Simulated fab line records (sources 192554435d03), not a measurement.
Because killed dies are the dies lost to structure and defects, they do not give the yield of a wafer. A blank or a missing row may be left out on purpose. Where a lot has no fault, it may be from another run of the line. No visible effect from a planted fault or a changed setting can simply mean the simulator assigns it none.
Lot-split experiment :: flow n5-finfet :: on a route of 1938 steps: 7 lots, 39 wafers read

## THE SPLIT ITSELF
At N5_BEOL_M0_CUTY_DESCUM_61 (chemistry O2, time 7.9 s), the setting time-s was moved away from the recipe's 7.9 s on 18 of the 39 wafers read, by -46.4% to +59.5%. The other wafers ran this setting at the recipe's value.

The reading comes from the split's own step.

## THE READING
CAR-ArF-block_of_BEOL_M0_CUTY_COAT_51.thk-nm (the simulator's own value, which no gauge read), in nm, at N5_BEOL_M0_CUTY_DESCUM_61 (chemistry O2, time 7.9 s). No usual value for it is given in the file. Here, 21 wafers ran the recipe; their average is 143.2 nm with a standard deviation of 0.47 nm.

wafer: L082.1
tool, chamber at the split: rie-diel-05, 0
time-s as run, s: 4.235
against the recipe: -46.4%
CAR-ArF-block_of_BEOL_M0_CUTY_COAT_51.thk-nm, nm: 145
against lot-mates on the recipe: +2.3

wafer: L082.5
tool, chamber at the split: rie-diel-05, 0
time-s as run, s: 4.235
against the recipe: -46.4%
CAR-ArF-block_of_BEOL_M0_CUTY_COAT_51.thk-nm, nm: 145
against lot-mates on the recipe: +2.3

wafer: L082.2
tool, chamber at the split: rie-diel-05, 2
time-s as run, s: 7.9
against the recipe: recipe
CAR-ArF-block_of_BEOL_M0_CUTY_COAT_51.thk-nm, nm: 143
against lot-mates on the recipe: -

wafer: L082.3
tool, chamber at the split: rie-diel-05, 1
time-s as run, s: 4.235
against the recipe: -46.4%
CAR-ArF-block_of_BEOL_M0_CUTY_COAT_51.thk-nm, nm: 145.2
against lot-mates on the recipe: +2.5

wafer: L082.4
tool, chamber at the split: rie-diel-05, 3
time-s as run, s: 7.9
against the recipe: recipe
CAR-ArF-block_of_BEOL_M0_CUTY_COAT_51.thk-nm, nm: 142.6
against lot-mates on the recipe: -

wafer: L082.6
tool, chamber at the split: rie-diel-05, 3
time-s as run, s: 7.9
against the recipe: recipe
CAR-ArF-block_of_BEOL_M0_CUTY_COAT_51.thk-nm, nm: 142.6
against lot-mates on the recipe: -

wafer: L085.1
tool, chamber at the split: rie-diel-06, 1,2
time-s as run, s: 9.843
against the recipe: +24.6%
CAR-ArF-block_of_BEOL_M0_CUTY_COAT_51.thk-nm, nm: 141.2
against lot-mates on the recipe: -1.8

wafer: L085.2
tool, chamber at the split: rie-diel-06, 1,2
time-s as run, s: 9.843
against the recipe: +24.6%
CAR-ArF-block_of_BEOL_M0_CUTY_COAT_51.thk-nm, nm: 141.2
against lot-mates on the recipe: -1.8

wafer: L085.3
tool, chamber at the split: rie-diel-06, 0
time-s as run, s: 7.9
against the recipe: recipe
CAR-ArF-block_of_BEOL_M0_CUTY_COAT_51.thk-nm, nm: 143
against lot-mates on the recipe: -

wafer: L085.4
tool, chamber at the split: rie-diel-06, 3
time-s as run, s: 7.9
against the recipe: recipe
CAR-ArF-block_of_BEOL_M0_CUTY_COAT_51.thk-nm, nm: 142.8
against lot-mates on the recipe: -

wafer: L085.5
tool, chamber at the split: rie-diel-06, 2
time-s as run, s: 9.843
against the recipe: +24.6%
CAR-ArF-block_of_BEOL_M0_CUTY_COAT_51.thk-nm, nm: 141.8
against lot-mates on the recipe: -1.2

wafer: L085.6
tool, chamber at the split: rie-diel-06, 1
time-s as run, s: 7.9
against the recipe: recipe
CAR-ArF-block_of_BEOL_M0_CUTY_COAT_51.thk-nm, nm: 143.2
against lot-mates on the recipe: -

wafer: L089.1
tool, chamber at the split: rie-diel-05, 2,0
time-s as run, s: 12.6
against the recipe: +59.5%
CAR-ArF-block_of_BEOL_M0_CUTY_COAT_51.thk-nm, nm: 140.2
against lot-mates on the recipe: -2.9

wafer: L089.2
tool, chamber at the split: rie-diel-05, 2,0
time-s as run, s: 12.6
against the recipe: +59.5%
CAR-ArF-block_of_BEOL_M0_CUTY_COAT_51.thk-nm, nm: 140.2
against lot-mates on the recipe: -2.9

wafer: L089.3
tool, chamber at the split: rie-diel-05, 3
time-s as run, s: 7.9
against the recipe: recipe
CAR-ArF-block_of_BEOL_M0_CUTY_COAT_51.thk-nm, nm: 143.6
against lot-mates on the recipe: -

wafer: L089.4
tool, chamber at the split: rie-diel-05, 1
time-s as run, s: 12.6
against the recipe: +59.5%
CAR-ArF-block_of_BEOL_M0_CUTY_COAT_51.thk-nm, nm: 140.8
against lot-mates on the recipe: -2.3

wafer: L089.5
tool, chamber at the split: rie-diel-05, 0
time-s as run, s: 7.9
against the recipe: recipe
CAR-ArF-block_of_BEOL_M0_CUTY_COAT_51.thk-nm, nm: 143.2
against lot-mates on the recipe: -

wafer: L089.6
tool, chamber at the split: rie-diel-05, 1
time-s as run, s: 7.9
against the recipe: recipe
CAR-ArF-block_of_BEOL_M0_CUTY_COAT_51.thk-nm, nm: 142.6
against lot-mates on the recipe: -

wafer: L090.1
tool, chamber at the split: rie-diel-02, 0,1
time-s as run, s: 6.514
against the recipe: -17.5%
CAR-ArF-block_of_BEOL_M0_CUTY_COAT_51.thk-nm, nm: 144.6
against lot-mates on the recipe: +0.8

wafer: L090.4
tool, chamber at the split: rie-diel-02, 0,1
time-s as run, s: 6.514
against the recipe: -17.5%
CAR-ArF-block_of_BEOL_M0_CUTY_COAT_51.thk-nm, nm: 144.6
against lot-mates on the recipe: +0.8

wafer: L090.2
tool, chamber at the split: rie-diel-02, 2
time-s as run, s: 7.9
against the recipe: recipe
CAR-ArF-block_of_BEOL_M0_CUTY_COAT_51.thk-nm, nm: 144
against lot-mates on the recipe: -

wafer: L090.3
tool, chamber at the split: rie-diel-02, 3
time-s as run, s: 6.514
against the recipe: -17.5%
CAR-ArF-block_of_BEOL_M0_CUTY_COAT_51.thk-nm, nm: 144
against lot-mates on the recipe: +0.2

wafer: L090.5
tool, chamber at the split: rie-diel-02, 3
time-s as run, s: 7.9
against the recipe: recipe
CAR-ArF-block_of_BEOL_M0_CUTY_COAT_51.thk-nm, nm: 143.8
against lot-mates on the recipe: -

wafer: L090.6
tool, chamber at the split: rie-diel-02, 0
time-s as run, s: 7.9
against the recipe: recipe
CAR-ArF-block_of_BEOL_M0_CUTY_COAT_51.thk-nm, nm: 143.6
against lot-mates on the recipe: -

wafer: L091.1
tool, chamber at the split: rie-diel-06, 1
time-s as run, s: 6.406
against the recipe: -18.9%
CAR-ArF-block_of_BEOL_M0_CUTY_COAT_51.thk-nm, nm: 144.8
against lot-mates on the recipe: +1.6

wafer: L091.2
tool, chamber at the split: rie-diel-06, 2,1,0
time-s as run, s: 7.9
against the recipe: recipe
CAR-ArF-block_of_BEOL_M0_CUTY_COAT_51.thk-nm, nm: 143.2
against lot-mates on the recipe: -

wafer: L091.4
tool, chamber at the split: rie-diel-06, 2,1,0
time-s as run, s: 7.9
against the recipe: recipe
CAR-ArF-block_of_BEOL_M0_CUTY_COAT_51.thk-nm, nm: 143.2
against lot-mates on the recipe: -

wafer: L091.5
tool, chamber at the split: rie-diel-06, 2,1,0
time-s as run, s: 7.9
against the recipe: recipe
CAR-ArF-block_of_BEOL_M0_CUTY_COAT_51.thk-nm, nm: 143.2
against lot-mates on the recipe: -

wafer: L091.3
tool, chamber at the split: rie-diel-06, 0,2
time-s as run, s: 6.406
against the recipe: -18.9%
CAR-ArF-block_of_BEOL_M0_CUTY_COAT_51.thk-nm, nm: 144.4
against lot-mates on the recipe: +1.2

wafer: L091.6
tool, chamber at the split: rie-diel-06, 0,2
time-s as run, s: 6.406
against the recipe: -18.9%
CAR-ArF-block_of_BEOL_M0_CUTY_COAT_51.thk-nm, nm: 144.4
against lot-mates on the recipe: +1.2

wafer: L093.2
tool, chamber at the split: rie-diel-02, 1
time-s as run, s: 7.9
against the recipe: recipe
CAR-ArF-block_of_BEOL_M0_CUTY_COAT_51.thk-nm, nm: 143.8
against lot-mates on the recipe: -

wafer: L093.3
tool, chamber at the split: rie-diel-02, 0
time-s as run, s: 7.9
against the recipe: recipe
CAR-ArF-block_of_BEOL_M0_CUTY_COAT_51.thk-nm, nm: 143.4
against lot-mates on the recipe: -

wafer: L093.6
tool, chamber at the split: rie-diel-02, 0
time-s as run, s: 7.9
against the recipe: recipe
CAR-ArF-block_of_BEOL_M0_CUTY_COAT_51.thk-nm, nm: 143.6
against lot-mates on the recipe: -

wafer: L094.1
tool, chamber at the split: rie-diel-02, 3
time-s as run, s: 7.9
against the recipe: recipe
CAR-ArF-block_of_BEOL_M0_CUTY_COAT_51.thk-nm, nm: 142.2
against lot-mates on the recipe: -

wafer: L094.2
tool, chamber at the split: rie-diel-02, 0
time-s as run, s: 6.157
against the recipe: -22.1%
CAR-ArF-block_of_BEOL_M0_CUTY_COAT_51.thk-nm, nm: 144
against lot-mates on the recipe: +1.4

wafer: L094.3
tool, chamber at the split: rie-diel-02, 1
time-s as run, s: 6.157
against the recipe: -22.1%
CAR-ArF-block_of_BEOL_M0_CUTY_COAT_51.thk-nm, nm: 143.6
against lot-mates on the recipe: +1.0

wafer: L094.4
tool, chamber at the split: rie-diel-02, 1
time-s as run, s: 6.157
against the recipe: -22.1%
CAR-ArF-block_of_BEOL_M0_CUTY_COAT_51.thk-nm, nm: 143.8
against lot-mates on the recipe: +1.2

wafer: L094.5
tool, chamber at the split: rie-diel-02, 0
time-s as run, s: 7.9
against the recipe: recipe
CAR-ArF-block_of_BEOL_M0_CUTY_COAT_51.thk-nm, nm: 142.6
against lot-mates on the recipe: -

wafer: L094.6
tool, chamber at the split: rie-diel-02, 3
time-s as run, s: 7.9
against the recipe: recipe
CAR-ArF-block_of_BEOL_M0_CUTY_COAT_51.thk-nm, nm: 143
against lot-mates on the recipe: -
Rows listing several chambers each stand for several wafers; the file does not say which wafer went through which chamber.

FIT RESULTS
A straight line over all 39 wafers: CAR-ArF-block_of_BEOL_M0_CUTY_COAT_51.thk-nm changes by -0.0481 nm for each +1% of time-s; r = -0.93; the points scatter about the line by 0.48 nm.
The same after taking each lot's own level away (the mean of its wafers on the recipe; 39 wafers): -0.05 nm for each +1%; r = -0.97; scatter 0.3 nm.
According to that fit, moving time-s by its largest amount changes the reading by 3 nm.
Measured against the standard deviation above, the lots' own levels, which go from 142.60 to 143.80 nm, span 2.6 times it.
Consequently the slope shifts little with the lot-to-lot level, the two slopes agreeing.
Check: -2.97 nm against its lot-mates is what the line predicts for one of the wafers moved furthest among these (+59.5%) when that wafer is left out of the fit. It came out at -2.93 nm against them.

## OTHER SPLITS ON THESE WAFERS
Before the reading, these wafers also passed through other splits. Each is held against what the fit with the lots' levels taken away leaves over:
other split on the same wafers: N5_FIN_SAQP_HM_DEP_03 target-thk-a
wafers away from the commonest value: 12
r with CAR-ArF-block_of_BEOL_M0_CUTY_COAT_51.thk-nm (lot level and that fit taken away): +0.00

other split on the same wafers: N5_FIN_SAQP_ETCH_65 time-s
wafers away from the commonest value: 15
r with CAR-ArF-block_of_BEOL_M0_CUTY_COAT_51.thk-nm (lot level and that fit taken away): -0.34

other split on the same wafers: N5_ILD0_ALD_15 ald-cycles
wafers away from the commonest value: 15
r with CAR-ArF-block_of_BEOL_M0_CUTY_COAT_51.thk-nm (lot level and that fit taken away): +0.11

other split on the same wafers: N5_HKMG_FIN_PWFM_ALD_03 ald-cycles
wafers away from the commonest value: 15
r with CAR-ArF-block_of_BEOL_M0_CUTY_COAT_51.thk-nm (lot level and that fit taken away): -0.23

## THE FILE'S OWN FIT
CAR-ArF-block_of_BEOL_M0_CUTY_COAT_51.thk-nm changes by -0.05 nm for each +1% of time-s, r = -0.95.
